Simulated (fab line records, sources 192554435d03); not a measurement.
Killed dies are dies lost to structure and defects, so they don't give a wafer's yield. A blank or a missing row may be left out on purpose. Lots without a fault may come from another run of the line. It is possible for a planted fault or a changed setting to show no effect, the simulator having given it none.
fab line records	flow n5Finfet
[record] lots = 11	wafers = 33	lastDay = 16
route steps=1938 shown BEOL_M14@1755 BEOL_M15@1779 PASSIVATION@1936
lots with no fault: from the same line, run without faults
startH: hours from the record's first day to the start of the lot's first wafer shown	waitH: hours from the lot's prior step to this one	" as in the row above	L1.1+2: several wafers, shown together as one row	- no value, or no start given	* or withheld: withheld	< > ~ a bound
route shown NAME@n: names a module that has steps shown in the file, with the first one's number in the route	usual: mean/standard deviation of fault-free wafers	same: alike in all rows	chamber/n: place in a boat	sites: per-site readings	_std_site: the values' standard deviation	_edge_site: mean of outer sites minus mean of inner sites	radiusMm: how far each site lies from the wafer's centre	mask NAME#n: copy n	behind: the tool/chamber that last shaped the wafer	hold: what put the lot on hold/how long, in hours/how the hold closed	device: the transistor (n, p or np) that didn't switch	end of line: the same wafers' tests at the end of the route	a step without rows: its recipe alone	killed: count of dies lost to structure and defects at first sort (not the wafer's yield)	map: a wafer's dies, x killed, . not, _ none there
set.NAME: setting as actually run; set.NAME@STEP: the setting as run at that earlier step	model.NAME: the simulator's own value behind a step, which no gauge read
the route's steps for a sample of lots (tables are steps, rows are wafers)
services: from which hour (startH, from the record's first day; less than 0 if before it) a tool's chamber was out of use, for how many hours, and why
[[steps]]
[step N5_BEOL_M14_OCD_MEAS_35]
[usual] trenchDepthNm = 559/8
lot.wafer	tool	chamber	startH	waitH	trenchDepthNm
L117.2	ocd-01	-	241.07	0.0	554
L117.3	"	-	"	"	554
L117.6	"	-	"	"	557
L120.2	ocd-02	-	242.70	0.0	554
L120.3	"	-	"	"	568
L120.4	"	-	"	"	554
L123.1	ocd-01	-	267.45	0.0	563
L123.3	"	-	"	"	569
L123.5	"	-	"	"	565
L126.3	ocd-02	-	297.38	0.0	556
L126.5	"	-	"	"	544
L126.6	"	-	"	"	561
L128.3	ocd-01	-	305.27	0.0	547
L128.4	"	-	"	"	564
L128.6	"	-	"	"	548
L129.1	ocd-01	-	306.30	0.0	550
L129.3	"	-	"	"	548
L129.5	"	-	"	"	567
L127.2	ocd-01	-	307.94	0.0	548
L127.5	"	-	"	"	556
L127.6	"	-	"	"	547
L132.1	ocd-01	-	332.80	0.0	558
L132.5	"	-	"	"	561
L132.6	"	-	"	"	553
L134.1	ocd-01	-	334.60	0.0	571
L134.4	"	-	"	"	563
L134.5	"	-	"	"	550
L136.2	ocd-02	-	348.93	0.0	550
L136.3	"	-	"	"	556
L136.4	"	-	"	"	562
L135.4	ocd-01	-	355.65	0.0	565
L135.5	"	-	"	"	568
L135.6	"	-	"	"	560
[step N5_BEOL_M14_SPUTTER_43]
[recipe] material = TaN	targetThkA = 150	tempC = 50	biasV = 168.6	powerW = 15000	chamberPressurePa = 0.12	timeS = 24.19
[usual] throttleValvePct = 30.9/0.75
lot.wafer	tool	chamber	startH	waitH	throttleValvePct
L117.2	pvdSputter-02	-	243.58	0.0	32.3
L117.3	"	-	"	"	30.2
L117.6	"	-	"	"	31.0
L120.2	pvdSputter-03	-	244.65	0.0	30.1
L120.3	"	-	"	"	31.0
L120.4	"	-	"	"	29.5
L123.1	pvdSputter-02	-	269.29	0.0	30.1
L123.3	"	-	"	"	31.1
L123.5	"	-	"	"	31.1
L126.3	pvdSputter-02	-	298.60	0.0	30.2
L126.5	"	-	"	"	31.2
L126.6	"	-	"	"	32.1
L128.3	pvdSputter-02	-	306.46	0.0	30.1
L128.4	"	-	"	"	30.8
L128.6	"	-	"	"	32.0
L129.1	pvdSputter-02	-	306.78	0.0	30.8
L129.3	"	-	"	"	31.2
L129.5	"	-	"	"	31.2
L127.2	pvdSputter-03	-	309.51	0.0	31.2
L127.5	"	-	"	"	30.1
L127.6	"	-	"	"	29.3
L132.1	pvdSputter-01	-	334.44	0.0	30.5
L132.5	"	-	"	"	30.4
L132.6	"	-	"	"	31.9
L134.1	pvdSputter-01	-	335.52	0.0	31.9
L134.4	"	-	"	"	30.5
L134.5	"	-	"	"	30.6
L136.2	pvdSputter-02	-	349.33	0.0	32.2
L136.3	"	-	"	"	30.9
L136.4	"	-	"	"	31.2
L135.4	pvdSputter-02	-	360.90	0.0	31.4
L135.5	"	-	"	"	30.0
L135.6	"	-	"	"	31.1
[step N5_BEOL_M15_EXPOSE_07]
[recipe] maskId = V14	na = 0.8	sourceShape = annular	sigmaInner = 0.5	sigmaOuter = 0.8	polarization = unpolarized	attpsmPhaseDeg = 180	doseMj = 41.25
[usual] exposureDoseMJCm2 = 41.22/0.041
lot.wafer	tool	chamber	startH	waitH	mask	exposureDoseMJCm2
L117.2	krfScanner-02	0	245.48	-	V14#0	41.16
L117.3	"	0	"	"	V14#0	41.12
L117.6	"	0	"	"	V14#0	41.25
L120.2	krfScanner-02	0	246.72	-	V14#0	41.24
L120.3	"	0	"	"	V14#0	41.20
L120.4	"	0	"	"	V14#0	41.20
L123.1	krfScanner-02	0	271.05	-	V14#0	41.26
L123.3	"	0	"	"	V14#0	41.29
L123.5	"	0	"	"	V14#0	41.23
L126.3	krfScanner-02	0	300.69	-	V14#0	40.27
L126.5	"	0	"	"	V14#0	40.30
L126.6	"	0	"	"	V14#0	40.29
L128.3	krfScanner-02	0	308.18	-	V14#0	40.51
L128.4	"	0	"	"	V14#0	40.58
L128.6	"	0	"	"	V14#0	40.56
L129.1	krfScanner-02	0	308.66	-	V14#0	40.65
L129.3	"	0	"	"	V14#0	40.65
L129.5	"	0	"	"	V14#0	40.64
L127.2	krfScanner-02	0	311.15	-	V14#0	40.82
L127.5	"	0	"	"	V14#0	40.84
L127.6	"	0	"	"	V14#0	40.82
L132.1	krfScanner-01	0	336.07	-	V14#0	41.19
L132.5	"	0	"	"	V14#0	41.22
L132.6	"	0	"	"	V14#0	41.19
L134.1	krfScanner-01	0	337.15	-	V14#0	41.19
L134.4	"	0	"	"	V14#0	41.25
L134.5	"	0	"	"	V14#0	41.18
L136.2	krfScanner-01	0	351.12	-	V14#0	41.24
L136.3	"	0	"	"	V14#0	41.27
L136.4	"	0	"	"	V14#0	41.20
L135.4	krfScanner-01	0	363.07	-	V14#0	41.15
L135.5	"	0	"	"	V14#0	41.25
L135.6	"	0	"	"	V14#0	41.20
[step N5_BEOL_M15_ETCH_57]
[recipe] chemistry = N2/H2	target = SOC	sourceW = 3000	biasW = 350	timeS = 750	ionEnergyEv = 200	pressureMtorr = 30	n2FlowSccm = 200	h2FlowSccm = 200
[usual] drypumpMotorCurrentA = 5.6/0.39	h2FlowSccm = 200.0/0.64	oesProductAu = 0.77/0.083	rfVppV = 523.3/2.5	showerheadPlenumPTorr = 2.52/0.083	throttleValvePct = 17.77/0.25
lot.wafer	tool	chamber	startH	waitH	drypumpMotorCurrentA	h2FlowSccm	oesProductAu	rfHoursCounterH	rfVppV	showerheadPlenumPTorr	throttleValvePct
L117.2	rieDiel-05	2	246.33	-	5.1	200.2	0.85	68	524.6	2.57	17.56
L117.3	"	3	"	"	5.7	200.4	0.82	106	522.0	2.46	17.50
L117.6	"	2	"	"	5.1	200.9	0.85	-	523.8	2.57	17.55
L120.2	rieDiel-06	0	247.70	-	5.7	199.6	0.96	6	523.4	2.61	17.35
L120.3	"	2	"	"	5.9	201.0	0.69	225	526.1	2.61	17.83
L120.4	"	1	"	"	5.8	199.9	0.72	171	520.6	2.43	17.89
L123.1	rieDiel-06	3	271.91	-	5.2	200.4	0.72	192	526.6	2.63	17.58
L123.3	"	0	"	"	5.8	199.5	0.95	13	526.2	2.61	17.37
L123.5	"	2	"	"	5.9	200.1	0.69	-	527.7	2.61	17.85
L126.3	rieDiel-05	1	301.64	-	5.5	200.2	0.69	225	520.6	2.41	18.01
L126.5	"	3	"	"	5.6	200.2	0.79	-	522.6	2.45	17.53
L126.6	"	2	"	"	5.1	200.9	0.83	-	524.7	2.56	17.60
L128.3	rieDiel-05	3	309.11	-	5.7	199.4	0.79	129	520.6	2.45	17.55
L128.4	"	1	"	"	5.6	199.5	0.69	227	520.2	2.40	18.00
L128.6	"	2	"	"	5.1	199.1	0.83	-	524.5	2.56	17.60
L129.1	rieDiel-06	1	309.56	-	5.8	198.7	0.71	190	520.0	2.42	17.92
L129.3	"	2	"	"	5.9	200.3	0.68	243	525.9	2.61	17.87
L129.5	"	3	"	"	5.2	200.3	0.72	-	527.6	2.63	17.58
L127.2	rieDiel-04	2	312.00	-	6.5	199.4	0.89	39	521.9	2.47	17.84
L127.5	"	0	"	"	5.6	200.2	0.80	-	521.4	2.47	17.86
L127.6	"	3	"	"	5.1	200.5	0.75	-	523.9	2.54	18.16
L132.1	rieDiel-04	3	336.93	-	5.1	200.2	0.75	189	523.5	2.54	18.18
L132.5	"	3	"	"	5.1	199.6	0.74	-	525.4	2.54	18.18
L132.6	"	2	"	"	6.5	199.7	0.88	-	521.0	2.46	17.85
L134.1	rieDiel-04	3	338.03	-	5.1	199.1	0.73	190	523.9	2.53	18.17
L134.4	"	0	"	"	5.6	200.2	0.78	-	521.9	2.46	17.88
L134.5	"	2	"	"	6.5	199.2	0.87	-	522.1	2.46	17.86
L136.2	rieDiel-04	0	352.17	-	5.6	200.2	0.78	112	520.6	2.46	17.86
L136.3	"	3	"	"	5.1	199.8	0.73	196	523.5	2.53	18.19
L136.4	"	0	"	"	5.6	201.0	0.78	-	521.5	2.46	17.89
L135.4	rieDiel-05	1	364.29	-	5.5	200.1	0.68	-	519.4	2.40	18.04
L135.5	"	2	"	"	5.1	200.2	0.81	-	523.0	2.55	17.61
L135.6	"	3	"	"	5.7	199.5	0.78	-	521.7	2.44	17.56
[step N5_PASSIVATION_PROBE_49]
[usual] defectLimitedYield = 91.4/1.5	killed_at_M0_to_M3 = 31/11	killed_at_M4_up = 13/5.5	killedAtContacts = 13/6.3	killedAtFrontEnd = 40/13	killedAtOther = 3.3/2.6	killedDies = 101/18	killedOpen = 67/13	killedShort = 33/7.9	sort_bin_5_function = 5.1/1	sort_bin_6_memory = 3.2/0.68	sortNPass = 1079/18	sortYieldPct = 91.4/1.5
[same] grossDies = 1180	killedAtBackSide = 0	sort_bin_4_leakage[%] = 0	sort_bin_8_speed[%] = 0
lot.wafer	tool	chamber	startH	waitH	defectLimitedYield[%]	killed_at_M0_to_M3	killed_at_M4_up	killedAtContacts	killedAtFrontEnd	killedAtOther	killedDies	killedOpen	killedShort	sort_bin_5_function[%]	sort_bin_6_memory[%]	sortNPass	sortYieldPct[%]
L126.3	prober-02	-	323.71	0.2	88.4	28	54	19	32	4	137	77	15	6.4	4.9	1043	88.4
L126.5	prober-02	-	323.81	0.3	86.5	27	68	14	48	2	159	72	35	8.6	4.7	1021	86.5
L126.6	prober-02	-	323.86	0.3	88.6	20	57	14	43	0	134	49	34	6.4	4.7	1046	88.6
L128.3	prober-01	-	331.30	0.1	92.4	30	15	13	26	6	90	67	23	4.7	2.9	1090	92.4
L128.4	prober-01	-	331.35	0.2	90.7	31	15	28	31	5	110	77	33	5.5	3.6	1070	90.7
L128.6	prober-01	-	331.45	0.3	91.5	41	7	21	23	8	100	76	23	5.2	3.1	1080	91.5
L129.1	prober-02	-	333.38	0.0	91.2	27	18	21	35	3	104	70	34	5.3	3.4	1076	91.2
L129.3	prober-02	-	333.48	0.1	89.7	19	20	20	53	9	121	83	38	6.5	3.2	1059	89.7
L129.5	prober-02	-	333.58	0.2	92.4	16	4	14	51	5	90	66	24	4.1	3.2	1090	92.4
L127.2	prober-01	-	333.79	0.1	90.2	17	51	12	31	5	116	53	20	4.9	4.8	1064	90.2
L127.5	prober-01	-	333.94	0.2	89.7	22	47	18	32	2	121	57	22	5.4	4.6	1059	89.7
L127.6	prober-01	-	333.99	0.3	86.5	22	56	26	41	14	159	75	43	8.2	4.7	1021	86.5
// killed by level:class
L126.3 BEOL_M5:interfaceVoidOpened=44 MOL_CONTACT_COAG:geometricParticle:open=16 STI_FIN_REVEAL:geometricParticle:open=8 BEOL_M1:geometricParticle:open=7 BEOL_M2:geometricParticle:open=7 BEOL_M0_SAQP:geometricParticle:open=6 FIN_SAQP:geometricParticle:open=5 FIN_SAQP:geometricParticle:short=4
L126.5 BEOL_M5:interfaceVoidOpened=52 MOL_CONTACT_COAG:geometricParticle:open=11 DUMMY_GATE:geometricParticle:open=10 STI_FIN_REVEAL:geometricParticle:open=8 BEOL_M2:geometricParticle:open=7 FIN_SAQP:geometricParticle:short=6 GATE_CUT:geometricParticle:short=6 BEOL_M0_SAQP:geometricParticle:open=6
L126.6 BEOL_M5:interfaceVoidOpened=50 STI_FIN_REVEAL:geometricParticle:open=11 MOL_CONTACT_COAG:geometricParticle:open=11 BEOL_M2:geometricParticle:open=10 GATE_CUT:geometricParticle:short=6 FIN_SAQP:geometricParticle:short=5 DUMMY_GATE:geometricParticle:open=5 STARTING-WAFER:geometricParticle:short=4
L128.3 BEOL_M0_SAQP:geometricParticle:open=13 MOL_CONTACT_COAG:geometricParticle:open=12 BEOL_M4:geometricParticle:open=10 DUMMY_GATE:geometricParticle:open=7 BEOL_M2:geometricParticle:open=7 BEOL_M0_SAQP:geometricParticle:short=6 STI_FIN_REVEAL:geometricParticle:open=4 FIN_SAQP:geometricParticle:open=3
L128.4 MOL_CONTACT_COAG:geometricParticle:open=22 STI_FIN_REVEAL:geometricParticle:open=10 DUMMY_GATE:geometricParticle:open=7 BEOL_M1:geometricParticle:open=7 MOL_CONTACT_COAG:geometricParticle:short=6 BEOL_M0_SAQP:geometricParticle:short=6 BEOL_M2:geometricParticle:open=5 BEOL_M0_SAQP:geometricParticle:open=5
L128.6 MOL_CONTACT_COAG:geometricParticle:open=17 BEOL_M2:geometricParticle:open=11 BEOL_M1:geometricParticle:open=11 BEOL_M0_SAQP:geometricParticle:open=7 ILD0:geometricParticle:open=5 BEOL_M3:geometricParticle:open=5 MOL_CONTACT_COAG:geometricParticle:short=4 BEOL_M4:geometricParticle:open=4
L129.1 MOL_CONTACT_COAG:geometricParticle:open=21 FIN_SAQP:geometricParticle:short=11 STI_FIN_REVEAL:geometricParticle:open=7 BEOL_M4:geometricParticle:open=6 BEOL_M0_SAQP:geometricParticle:open=5 BEOL_M2:geometricParticle:open=5 STARTING-WAFER:geometricParticle:short=4 FIN_SAQP:geometricParticle:open=3
L129.3 MOL_CONTACT_COAG:geometricParticle:open=16 FIN_SAQP:geometricParticle:open=15 FIN_SAQP:geometricParticle:short=10 BEOL_M2:geometricParticle:open=7 STI_FIN_REVEAL:geometricParticle:open=6 BEOL_M5:geometricParticle:open=6 GATE_CUT:geometricParticle:short=5 STARTING-WAFER:geometricParticle:open=5
L129.5 FIN_SAQP:geometricParticle:open=13 MOL_CONTACT_COAG:geometricParticle:open=13 FIN_SAQP:geometricParticle:short=11 STI_FIN_REVEAL:geometricParticle:open=10 STARTING-WAFER:geometricParticle:open=5 DUMMY_GATE:geometricParticle:open=4 BEOL_M3:geometricParticle:open=4 BEOL_M2:geometricParticle:open=3
L127.2 BEOL_M5:interfaceVoidOpened=42 MOL_CONTACT_COAG:geometricParticle:open=11 FIN_SAQP:geometricParticle:open=10 BEOL_M2:geometricParticle:open=8 STI_FIN_REVEAL:geometricParticle:open=6 BEOL_M4:geometricParticle:open=5 SPACER0:geometricParticle:short=4 BEOL_M0_SAQP:geometricParticle:short=3
L127.5 BEOL_M5:interfaceVoidOpened=41 MOL_CONTACT_COAG:geometricParticle:open=17 FIN_SAQP:geometricParticle:open=10 STI_FIN_REVEAL:geometricParticle:open=6 BEOL_M2:geometricParticle:open=6 DUMMY_GATE:geometricParticle:open=5 BEOL_M1:geometricParticle:open=4 GATE_CUT:geometricParticle:short=3
L127.6 BEOL_M5:interfaceVoidOpened=41 MOL_CONTACT_COAG:geometricParticle:open=17 FIN_SAQP:geometricParticle:short=12 FIN_SAQP:geometricParticle:open=9 BEOL_M3:geometricParticle:open=9 MOL_CONTACT_COAG:geometricParticle:short=9 STI_FIN_REVEAL:geometricParticle:open=5 PAD_METAL:geometricParticle:open=5
[[services]]
tool	chamber	startH	hours	kind
krfScanner-02	0	224.30	-	calibration
krfScanner-02	-	231.30	1.0	pm
krfScanner-01	-	240.86	0.3	repair
rieDiel-04	1	244.83	-	clean
rieDiel-04	1	244.83	-	consumableReplace:focusRing
rieDiel-04	1	244.83	22.6	scheduledDown
rieDiel-04	1	244.83	22.6	ventCycle
krfScanner-02	-	271.37	0.8	pm
rieDiel-04	-	284.96	14.6	pm
krfScanner-01	-	304.80	1.3	pm
krfScanner-01	-	311.29	2.5	repair
krfScanner-01	0	317.05	-	calibration
krfScanner-01	-	317.75	4.0	pm
rieDiel-06	2	331.19	-	clean
rieDiel-06	2	331.19	-	consumableReplace:focusRing
krfScanner-01	-	331.34	1.0	pm
rieDiel-04	1	335.55	41.2	repair
pvdSputter-02	-	347.06	1.0	repair
krfScanner-02	-	351.77	1.3	pm
krfScanner-01	-	359.31	0.8	pm
rieDiel-05	0	361.04	-	clean
rieDiel-05	0	361.04	-	consumableReplace:focusRing
rieDiel-05	0	361.04	27.7	scheduledDown
rieDiel-05	0	361.04	27.7	ventCycle
[[key]]
[firstSign] step = N5_BEOL_M15_EXPOSE_07	reading = exposureDoseMJCm2	direction = down	sigmas = 16	usual = 41.22	struck = 40.58
[effect] step = N5_PASSIVATION_PROBE_49	reading = killed_at_M4_up	direction = up	sigmas = 3.8	usual = 13	struck = 34	wafersMoved = 6
metAt N5_BEOL_M15_EXPOSE_07
struckLots L126,L127,L128,L129
[loopTrim] step = N5_BEOL_M15_EXPOSE_07	setting = dose	lots = L127,L128,L129
notActingAt N5_BEOL_M14_OCD_MEAS_35,N5_BEOL_M14_SPUTTER_43,N5_BEOL_M15_ETCH_57
onsetBetween 271.05 300.69
[earlierFault] kind = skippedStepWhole	tool = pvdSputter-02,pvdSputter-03	chamber = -	onsetH = 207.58	steps = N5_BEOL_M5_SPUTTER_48	scope = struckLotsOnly
[earlierFault] kind = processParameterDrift	tool = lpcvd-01	chamber = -	onsetH = 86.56	steps = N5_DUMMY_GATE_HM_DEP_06	channel = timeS	offset = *	shape = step	actsIn = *	stated = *
[fault] kind = processParameterDrift	tool = krfScanner-02	chamber = -	onsetH = 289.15	steps = N5_BEOL_M15_EXPOSE_07	channel = doseMj	offset = -0.87654	shape = step	actsIn = theseRecipesOnly	stated = 41.25
// loopTrim: a control loop set the setting to another value than it would have without faults
